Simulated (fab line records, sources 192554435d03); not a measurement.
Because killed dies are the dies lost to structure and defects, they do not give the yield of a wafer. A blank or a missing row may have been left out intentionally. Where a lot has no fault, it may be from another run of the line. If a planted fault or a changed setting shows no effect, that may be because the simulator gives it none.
Split-lot trial -- flow n5Finfet -- 21 wafers read across 7 lots, on a route 1938 steps long

## ON THE SPLIT
At N5_BEOL_M8_COAT_59 (time 60 s, resist thk 100 nm), the setting spinRpm was moved away from the recipe's 1500 rpm on 7 of the 21 wafers read, by -8.6% to +7.0%. This setting was run at the recipe's value on the other wafers.

## FROM THE SPLIT TO THE READING: what the file shows between them, 2 steps
- N5_BEOL_M8_DESCUM_16: chemistry O2, time 7.9 s (also split here: timeS)
- N5_BEOL_M8_ETCH_61: etches SiARC in CF4, target depth 45.5 nm, time 75.8 s

## THE READING
etch.depthNm (the simulator's own value, which no gauge read), in nm, at N5_BEOL_M8_ETCH_62 (etches SOC in N2/H2, target depth 110 nm, overetch 22 nm, time 165 s). There is no usual value for it anywhere in the file. Here, 14 wafers ran the recipe; their average is 99.84 nm with a standard deviation of 0.16 nm.

wafer,"tool, chamber at the split","spinRpm as run, rpm",against the recipe,"etch.depthNm, nm",against lot-mates on the recipe
L081.2,"lithoTrack-02, 0",1500,recipe,99.79,-
L081.4,"lithoTrack-02, 0",1385,-7.7%,103.7,+3.93
L081.6,"lithoTrack-02, 0",1500,recipe,99.75,-
L082.4,"lithoTrack-02, 0",1500,recipe,99.86,-
L082.5,"lithoTrack-02, 0",1500,recipe,99.68,-
L082.6,"lithoTrack-02, 0",1500,recipe,99.71,-
L085.2,"lithoTrack-04, 0",1417,-5.5%,103,+3.17
L085.3,"lithoTrack-04, 0",1417,-5.5%,102.7,+2.87
L085.4,"lithoTrack-04, 0",1500,recipe,99.83,-
L086.1,"lithoTrack-01, 0",1500,recipe,99.88,-
L086.3,"lithoTrack-01, 0",1500,recipe,99.7,-
L086.5,"lithoTrack-01, 0",1500,recipe,99.6,-
L089.4,"lithoTrack-01, 0",1500,recipe,100.2,-
L089.5,"lithoTrack-01, 0",1557,+3.8%,98.6,-1.60
L089.6,"lithoTrack-01, 0",1557,+3.8%,98.2,-2.00
L090.2,"lithoTrack-02, 0",1605,+7.0%,96.47,-3.46
L090.3,"lithoTrack-02, 0",1500,recipe,99.88,-
L090.4,"lithoTrack-02, 0",1500,recipe,99.98,-
L097.4,"lithoTrack-02, 0",1500,recipe,100.1,-
L097.5,"lithoTrack-02, 0",1371,-8.6%,104.2,+4.25
L097.6,"lithoTrack-02, 0",1500,recipe,99.81,-

FIT RESULTS
A straight line over all 21 wafers: etch.depthNm changes by -0.492 nm for each +1% of spinRpm; r = -0.99; the points scatter about the line by 0.22 nm.
The same after taking each lot's own level away (the mean of its wafers on the recipe; 21 wafers): -0.506 nm for each +1%; r = -1.00; scatter 0.14 nm.
That fit puts the effect of the largest move of spinRpm on the reading at 4.4 nm.
Across the lots, their own levels run from 99.727 to 100.200 nm, a range of 3.0 times the standard deviation given above.
Hence the lot-to-lot level has little effect on the slope; both slopes agree.
Check: for one of the wafers moved furthest among these (-8.6%), held out of the fit, the line's prediction against its lot-mates is +4.44 nm. It came out at +4.25 nm against them.

## OTHER SPLITS ON THESE WAFERS
These wafers also went through other splits before the reading. Each is held against what the fit with the lots' levels taken away leaves over:
other split on the same wafers,wafers away from the commonest value,r with etch.depthNm (lot level and that fit taken away)
N5_BEOL_M7_TRENCH_ETCH_37 sourceW,5,-0.13
N5_BEOL_M8_DESCUM_16 timeS,6,+0.10

## THE WHOLE CHAIN: every reading that the file lists as answering this split, in the file's order
step,what it does,reading,change (the file's fit),r (the file's)
N5_BEOL_M8_COAT_59,"time 60 s, resist thk 100 nm","SOC_of_BEOL_M8_COAT_59.thkNm (the simulator's own value, which no gauge read)",-0.502 nm for each +1% of the setting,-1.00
N5_BEOL_M8_ETCH_62,"etches SOC in N2/H2, target depth 110 nm, overetch 22 nm, time 165 s","etch.depthNm (the simulator's own value, which no gauge read)",-0.504 nm for each +1% of the setting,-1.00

## FILE'S OWN FIT
etch.depthNm changes by -0.504 nm for each +1% of spinRpm, r = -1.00.
